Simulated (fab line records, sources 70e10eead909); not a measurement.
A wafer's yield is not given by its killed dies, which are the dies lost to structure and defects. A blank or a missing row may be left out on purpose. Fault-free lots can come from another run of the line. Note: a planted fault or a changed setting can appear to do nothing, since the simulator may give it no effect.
Which tool is to blame?	flow nand-harc	72 wafers from 24 lots sampled at 6 of the route's 1159 steps

## WHAT THE GAUGES READ, wafer by wafer
Not one reading of a measure or inspect step in the record can be checked against a usual standard deviation.

## TOOL THAT RAN EACH LOT (tool first, then ch and the chambers of the sampled wafers, then the start)
lot	NHARC_P_M1_STRIP_18	NHARC_P_M1_PRE_CLEAN_30	NHARC_P_M1_PVD_20	NHARC_P_M2_ETCH_35	NHARC_P_BONDPAD_DEP_00	NHARC_P_BONDPAD_PVD_17
L074	rie-diel-01 ch 0,2, day 5 23:35	pvd-sputter-03, day 6 03:28 or earlier	pvd-sputter-03, day 6 03:28 or earlier	rie-diel-10 ch 0,2,3, day 6 03:28	pecvd-03 ch 0,1, no start	pvd-sputter-01, no start
L075	rie-diel-13 ch 0,1,2, day 6 00:19	pvd-sputter-02, day 6 04:11 or earlier	pvd-sputter-02, day 6 04:11 or earlier	rie-diel-12 ch 0,1,2, day 6 04:11	pecvd-03 ch 1,2, day 6 07:13	pvd-sputter-03, no start
L077	rie-diel-13 ch 1,2,3, day 6 18:39	pvd-sputter-01, day 6 22:23 or earlier	pvd-sputter-01, day 6 22:23 or earlier	rie-diel-10 ch 1,2,3, day 6 22:23	pecvd-01 ch 0,1, day 7 01:27	pvd-sputter-02, no start
L076	rie-diel-03 ch 0,2, day 6 19:42	pvd-sputter-03, day 6 23:41 or earlier	pvd-sputter-03, day 6 23:41 or earlier	rie-diel-10 ch 2,3, day 6 23:41	pecvd-01 ch 0,1, day 7 02:46	pvd-sputter-03, no start
L079	rie-diel-01 ch 0,1, day 7 08:34	pvd-sputter-03, day 7 12:27 or earlier	pvd-sputter-03, day 7 12:27 or earlier	rie-diel-10 ch 0,3, day 7 12:27	pecvd-03 ch 1,2, day 7 15:41	pvd-sputter-01, no start
L078	rie-diel-03 ch 0,1,2, day 7 09:02	pvd-sputter-01, day 7 12:59 or earlier	pvd-sputter-01, day 7 12:59 or earlier	rie-diel-10 ch 0,1,2, day 7 12:59	pecvd-01 ch 0,1,2, no start	pvd-sputter-03, no start
L080	rie-diel-13 ch 0,2,3, day 7 09:12	pvd-sputter-02, day 7 13:13 or earlier	pvd-sputter-02, day 7 13:13 or earlier	rie-diel-10 ch 0,1,3, day 7 13:13	pecvd-03 ch 0,1, no start	pvd-sputter-02, no start
L081	rie-diel-01 ch 0,2,3, day 7 20:38	pvd-sputter-01, day 8 00:28 or earlier	pvd-sputter-01, day 8 00:28 or earlier	rie-diel-10 ch 2,3, day 8 00:28	pecvd-03 ch 0,1, day 8 03:43	pvd-sputter-01, no start
L082	rie-diel-01 ch 0,1,3, day 8 02:19	pvd-sputter-01, day 8 06:17 or earlier	pvd-sputter-01, day 8 06:17 or earlier	rie-diel-10 ch 0,1,2, day 8 06:17	pecvd-04 ch 0,1,2, day 8 09:20	pvd-sputter-02, no start
L083	rie-diel-01 ch 0,1, day 8 10:59	pvd-sputter-01, day 8 14:49 or earlier	pvd-sputter-01, day 8 14:49 or earlier	rie-diel-12 ch 2,3, day 8 14:49	pecvd-01 ch 1,2, day 8 18:04	pvd-sputter-02, no start
L084	rie-diel-01 ch 0,1, day 8 16:38	pvd-sputter-03, day 8 20:42 or earlier	pvd-sputter-03, day 8 20:42 or earlier	rie-diel-10 ch 1,3, day 8 20:42	pecvd-04 ch 1,2, no start	pvd-sputter-02, no start
L087	rie-diel-03 ch 0,1,3, day 9 06:46	pvd-sputter-03, day 9 11:11 or earlier	pvd-sputter-03, day 9 11:11 or earlier	rie-diel-10 ch 0,1, day 9 11:11	pecvd-03 ch 0,1,2, day 9 14:32	pvd-sputter-03, no start
L085	rie-diel-13 ch 0,2, day 9 07:07	pvd-sputter-02, day 9 11:58 or earlier	pvd-sputter-02, day 9 11:58 or earlier	rie-diel-10 ch 0,1,2, day 9 11:58	pecvd-01 ch 0,1, day 9 15:28	pvd-sputter-02, no start
L086	rie-diel-01 ch 0,1,3, day 9 08:42	pvd-sputter-02, day 9 12:44 or earlier	pvd-sputter-02, day 9 12:44 or earlier	rie-diel-10 ch 0,1,2, day 9 12:44	pecvd-04 ch 0,1, day 9 16:28	pvd-sputter-01, no start
L089	rie-diel-03 ch 1,3, day 9 21:26	pvd-sputter-03, day 10 01:37 or earlier	pvd-sputter-03, day 10 01:37 or earlier	rie-diel-10 ch 0,1, day 10 01:37	pecvd-01 ch 0,2, no start	pvd-sputter-01, no start
L088	rie-diel-13 ch 0,1,3, day 9 22:40	pvd-sputter-03, day 10 02:58 or earlier	pvd-sputter-03, day 10 02:58 or earlier	rie-diel-10 ch 2,3, day 10 02:58	pecvd-03 ch 2, day 10 06:01	pvd-sputter-02, no start
L090	rie-diel-13 ch 0,2,3, day 10 09:47	pvd-sputter-02, day 10 13:46 or earlier	pvd-sputter-02, day 10 13:46 or earlier	rie-diel-04 ch 0,1,3, day 10 13:46	pecvd-01 ch 0,2, day 10 17:09	pvd-sputter-01, no start
L091	rie-diel-13 ch 0,1,3, day 10 10:40	pvd-sputter-01, day 10 14:33 or earlier	pvd-sputter-01, day 10 14:33 or earlier	rie-diel-04 ch 0,2, day 10 14:33	pecvd-04 ch 1,2, day 10 17:56	pvd-sputter-01, no start
L093	rie-diel-13 ch 2,3, day 10 13:09	pvd-sputter-02, day 10 17:16 or earlier	pvd-sputter-02, day 10 17:16 or earlier	rie-diel-12 ch 0,1,2, day 10 17:16	pecvd-04 ch 0,2, day 10 20:37	pvd-sputter-01, no start
L092	rie-diel-03 ch 0,1, day 10 14:42	pvd-sputter-03, day 10 18:32 or earlier	pvd-sputter-03, day 10 18:32 or earlier	rie-diel-12 ch 1,2,3, day 10 18:32	pecvd-04 ch 0,2, day 10 21:39	pvd-sputter-02, no start
L095	rie-diel-01 ch 1,2, day 11 00:44	pvd-sputter-01, day 11 04:42 or earlier	pvd-sputter-01, day 11 04:42 or earlier	rie-diel-12 ch 0,1,2, day 11 04:42	pecvd-03 ch 0,1,2, day 11 07:44	pvd-sputter-01, no start
L094	rie-diel-13 ch 0,2,3, day 11 01:12	pvd-sputter-02, day 11 05:33 or earlier	pvd-sputter-02, day 11 05:33 or earlier	rie-diel-10 ch 0,1,2, day 11 05:33	pecvd-04 ch 0,1,2, day 11 08:59	pvd-sputter-01, no start
L096	rie-diel-03 ch 0,1,2, day 11 08:00	pvd-sputter-03, day 11 12:31 or earlier	pvd-sputter-03, day 11 12:31 or earlier	rie-diel-10 ch 1,2,3, day 11 12:31	pecvd-03 ch 0,1, day 11 16:14	pvd-sputter-01, no start
L097	rie-diel-01 ch 0,1,3, day 11 16:06	pvd-sputter-01, day 11 19:47 or earlier	pvd-sputter-01, day 11 19:47 or earlier	rie-diel-10 ch 0,2,3, day 11 19:47	pecvd-03 ch 0,1, day 11 22:52	pvd-sputter-03, no start
- NHARC_P_M1_STRIP_18: strips in N2/H2.
- NHARC_P_M1_PRE_CLEAN_30: time 30 s.
- NHARC_P_M1_PVD_20: deposits TaN, target thk 5 nm, time 8.06 s.
- NHARC_P_M2_ETCH_35: etches the open film in N2/H2, target depth 40 nm, overetch 12 nm, time 43.94 s.
- NHARC_P_BONDPAD_DEP_00: deposits SiCN, target thk 250 nm.
- NHARC_P_BONDPAD_PVD_17: deposits TaN, target thk 5 nm, time 8.06 s.

## AS READ BY THE TOOLS THEMSELVES (means over the sampled wafers that have a number; for cases with no such wafer, the mark the record gives instead)
NHARC_P_M1_STRIP_18. Usual: chamber-pressure-mTorr 30.000 mTorr, standard deviation 0.027; drypump-motor-current-A 5.47 A, standard deviation 0.29; oes-product-au 1.000 a.u., standard deviation 0.007; rf-vpp-V 90.6 V, standard deviation 1.1; showerhead-plenum-p-Torr 2.02 Torr, standard deviation 0.073; throttle-valve-pct 14.171 %, standard deviation 0.0092.
lot	tool	chamber-pressure-mTorr (mTorr)	drypump-motor-current-A (A)	oes-product-au (a.u.)	rf-vpp-V (V)	showerhead-plenum-p-Torr (Torr)	throttle-valve-pct (%)	flag
L074	rie-diel-01	30.014	5.14	1.003	91.0	2.08	14.175	
L075	rie-diel-13	30.002	5.43	0.999	91.5	1.99	14.173	
L077	rie-diel-13	30.023	5.45	1.004	90.3	2.03	14.161	
L076	rie-diel-03	29.962	5.13	1.000	90.1	1.97	14.175	
L079	rie-diel-01	30.003	5.53	1.003	90.3	2.05	14.174	
L078	rie-diel-03	30.013	5.39	0.996	90.3	1.93	14.167	
L080	rie-diel-13	29.976	5.51	1.003	90.9	2.00	14.157	
L081	rie-diel-01	29.988	5.51	1.000	90.1	2.08	14.171	
L082	rie-diel-01	30.010	5.65	1.011	91.4	2.05	14.161	
L083	rie-diel-01	30.002	5.43	1.006	91.0	2.01	14.165	
L084	rie-diel-01	30.007	5.51	0.998	91.5	2.05	14.165	
L087	rie-diel-03	30.004	5.39	0.995	90.2	2.01	14.178	
L085	rie-diel-13	30.012	5.49	1.000	88.8	1.96	14.174	
L086	rie-diel-01	29.997	5.63	1.007	91.0	2.05	14.162	
L089	rie-diel-03	30.017	5.65	0.994	90.6	1.97	14.174	
L088	rie-diel-13	30.004	5.61	0.999	90.3	2.05	14.181	
L090	rie-diel-13	29.988	5.51	1.000	90.5	2.00	14.170	
L091	rie-diel-13	29.984	5.59	0.997	91.7	2.05	14.165	
L093	rie-diel-13	30.000	5.53	0.988	90.8	2.04	14.178	
L092	rie-diel-03	29.991	5.26	1.001	90.9	1.97	14.170	
L095	rie-diel-01	29.995	5.06	0.988	91.4	2.05	14.175	
L094	rie-diel-13	30.029	5.51	1.000	90.6	2.00	14.170	
L096	rie-diel-03	29.985	5.36	0.998	90.0	1.93	14.170	
L097	rie-diel-01	29.993	5.62	1.007	91.7	2.04	14.173	

NHARC_P_M1_PRE_CLEAN_30. Usual: heater-power-w reads 416 W (standard deviation 38).
lot	tool	heater-power-w (W)	flag
L074	pvd-sputter-03	417	
L075	pvd-sputter-02	431	
L077	pvd-sputter-01	409	
L076	pvd-sputter-03	403	
L079	pvd-sputter-03	415	
L078	pvd-sputter-01	415	
L080	pvd-sputter-02	427	
L081	pvd-sputter-01	441	
L082	pvd-sputter-01	403	
L083	pvd-sputter-01	449	
L084	pvd-sputter-03	394	
L087	pvd-sputter-03	425	
L085	pvd-sputter-02	413	
L086	pvd-sputter-02	418	
L089	pvd-sputter-03	404	
L088	pvd-sputter-03	408	
L090	pvd-sputter-02	437	
L091	pvd-sputter-01	394	
L093	pvd-sputter-02	416	
L092	pvd-sputter-03	394	
L095	pvd-sputter-01	399	
L094	pvd-sputter-02	452	
L096	pvd-sputter-03	399	
L097	pvd-sputter-01	401	

NHARC_P_M1_PVD_20. Usual: throttle-valve-pct reads 29.4 % (standard deviation 0.83).
lot	tool	throttle-valve-pct (%)	flag
L074	pvd-sputter-03	30.2	
L075	pvd-sputter-02	29.4	
L077	pvd-sputter-01	29.5	
L076	pvd-sputter-03	30.6	
L079	pvd-sputter-03	28.7	
L078	pvd-sputter-01	29.7	
L080	pvd-sputter-02	29.3	
L081	pvd-sputter-01	29.9	
L082	pvd-sputter-01	29.8	
L083	pvd-sputter-01	29.8	
L084	pvd-sputter-03	30.1	
L087	pvd-sputter-03	29.1	
L085	pvd-sputter-02	29.1	
L086	pvd-sputter-02	29.4	
L089	pvd-sputter-03	29.4	
L088	pvd-sputter-03	29.1	
L090	pvd-sputter-02	29.4	
L091	pvd-sputter-01	29.7	
L093	pvd-sputter-02	28.7	
L092	pvd-sputter-03	29.5	
L095	pvd-sputter-01	30.1	
L094	pvd-sputter-02	29.4	
L096	pvd-sputter-03	30.0	
L097	pvd-sputter-01	29.2	

NHARC_P_M2_ETCH_35. Usual: bias-w 150.1 W, standard deviation 0.43; chamber-pressure-mTorr 30.002 mTorr, standard deviation 0.028; drypump-motor-current-A 5.63 A, standard deviation 0.3; oes-product-au 1.001 a.u., standard deviation 0.0073; rf-vpp-V 430 V, standard deviation 3; showerhead-plenum-p-Torr 2.03 Torr, standard deviation 0.11; throttle-valve-pct 14.171 %, standard deviation 0.0096.
lot	tool	bias-w (W)	chamber-pressure-mTorr (mTorr)	drypump-motor-current-A (A)	oes-product-au (a.u.)	rf-vpp-V (V)	showerhead-plenum-p-Torr (Torr)	throttle-valve-pct (%)	flag
L074	rie-diel-10	149.9	30.003	5.57	0.996	429	2.02	14.181	
L075	rie-diel-12	150.4	30.000	5.73	1.002	431	2.06	14.168	
L077	rie-diel-10	150.2	29.993	5.60	1.002	429	1.97	14.171	
L076	rie-diel-10	150.0	29.974	5.34	1.007	427	1.92	14.175	
L079	rie-diel-10	150.2	29.990	5.80	0.999	432	2.12	14.170	
L078	rie-diel-10	149.6	30.033	5.66	0.992	431	2.06	14.172	
L080	rie-diel-10	149.8	29.990	5.84	0.996	431	2.07	14.172	
L081	rie-diel-10	150.4	30.000	5.33	1.005	426	1.92	14.174	
L082	rie-diel-10	150.0	29.988	5.64	1.006	431	2.06	14.168	
L083	rie-diel-12	149.8	29.967	5.57	0.997	428	1.97	14.172	
L084	rie-diel-10	150.1	29.988	5.87	0.993	430	2.02	14.180	
L087	rie-diel-10	150.1	30.012	5.92	1.000	432	2.11	14.168	
L085	rie-diel-10	149.6	29.990	5.66	1.000	431	2.06	14.171	
L086	rie-diel-10	149.9	30.004	5.67	0.999	431	2.06	14.182	
L089	rie-diel-10	150.3	29.998	5.93	1.001	432	2.11	14.176	
L088	rie-diel-10	150.2	29.991	5.53	0.992	428	1.93	14.174	
L090	rie-diel-04	150.3	29.990	5.56	1.002	432	2.10	14.170	
L091	rie-diel-04	150.4	29.989	5.17	1.012	430	2.03	14.178	
L093	rie-diel-12	149.7	30.011	5.73	0.999	431	2.05	14.167	
L092	rie-diel-12	150.2	30.012	5.68	1.005	429	1.99	14.167	
L095	rie-diel-12	150.1	30.036	5.73	1.012	430	2.05	14.169	
L094	rie-diel-10	150.3	30.016	5.66	1.001	430	2.06	14.165	
L096	rie-diel-10	150.3	30.008	5.61	1.005	428	1.97	14.167	
L097	rie-diel-10	150.5	30.028	5.57	1.000	431	2.02	14.173	

NHARC_P_BONDPAD_DEP_00. Usual: heater-power-w reads 584 W (standard deviation 67).
lot	tool	heater-power-w (W)	flag
L074	pecvd-03	552	
L075	pecvd-03	636	
L077	pecvd-01	614	
L076	pecvd-01	610	
L079	pecvd-03	595	
L078	pecvd-01	563	
L080	pecvd-03	600	
L081	pecvd-03	592	
L082	pecvd-04	589	
L083	pecvd-01	530	
L084	pecvd-04	564	
L087	pecvd-03	606	
L085	pecvd-01	625	
L086	pecvd-04	577	
L089	pecvd-01	604	
L088	pecvd-03	649	
L090	pecvd-01	555	
L091	pecvd-04	566	
L093	pecvd-04	649	
L092	pecvd-04	617	
L095	pecvd-03	591	
L094	pecvd-04	595	
L096	pecvd-03	543	
L097	pecvd-03	550	

NHARC_P_BONDPAD_PVD_17. Usual: throttle-valve-pct reads 29.5 % (standard deviation 0.68).
lot	tool	throttle-valve-pct (%)	flag
L074	pvd-sputter-01	30.2	
L075	pvd-sputter-03	28.5	
L077	pvd-sputter-02	29.4	
L076	pvd-sputter-03	29.2	
L079	pvd-sputter-01	29.4	
L078	pvd-sputter-03	29.5	
L080	pvd-sputter-02	29.4	
L081	pvd-sputter-01	29.6	
L082	pvd-sputter-02	29.3	
L083	pvd-sputter-02	29.2	
L084	pvd-sputter-02	29.4	
L087	pvd-sputter-03	29.3	
L085	pvd-sputter-02	29.4	
L086	pvd-sputter-01	29.8	
L089	pvd-sputter-01	30.2	
L088	pvd-sputter-02	29.4	
L090	pvd-sputter-01	29.3	
L091	pvd-sputter-01	29.8	
L093	pvd-sputter-01	29.5	
L092	pvd-sputter-02	29.9	
L095	pvd-sputter-01	29.8	
L094	pvd-sputter-01	29.7	
L096	pvd-sputter-01	29.8	
L097	pvd-sputter-03	29.9	

## THE ANSWER, worked out from the rows above alone
Rule: a lot is off if the mean of its wafers that have a number lies more than 3 standard deviations from the usual mean. Also off: a lot with no number at a reading for which 4 or more lots have one. All remaining lots with rows at the step are treated as sound. First the gauges in route order, then the tools' own readings, where a lot's mean is used as printed above. At the first step where some lot is off, the reading lying furthest off is the one used; lots without a number count as furthest.
No lot is off at any reading shown: from this, nothing can be told.

## WHAT HAD BEEN PUT IN BY THE SIMULATOR
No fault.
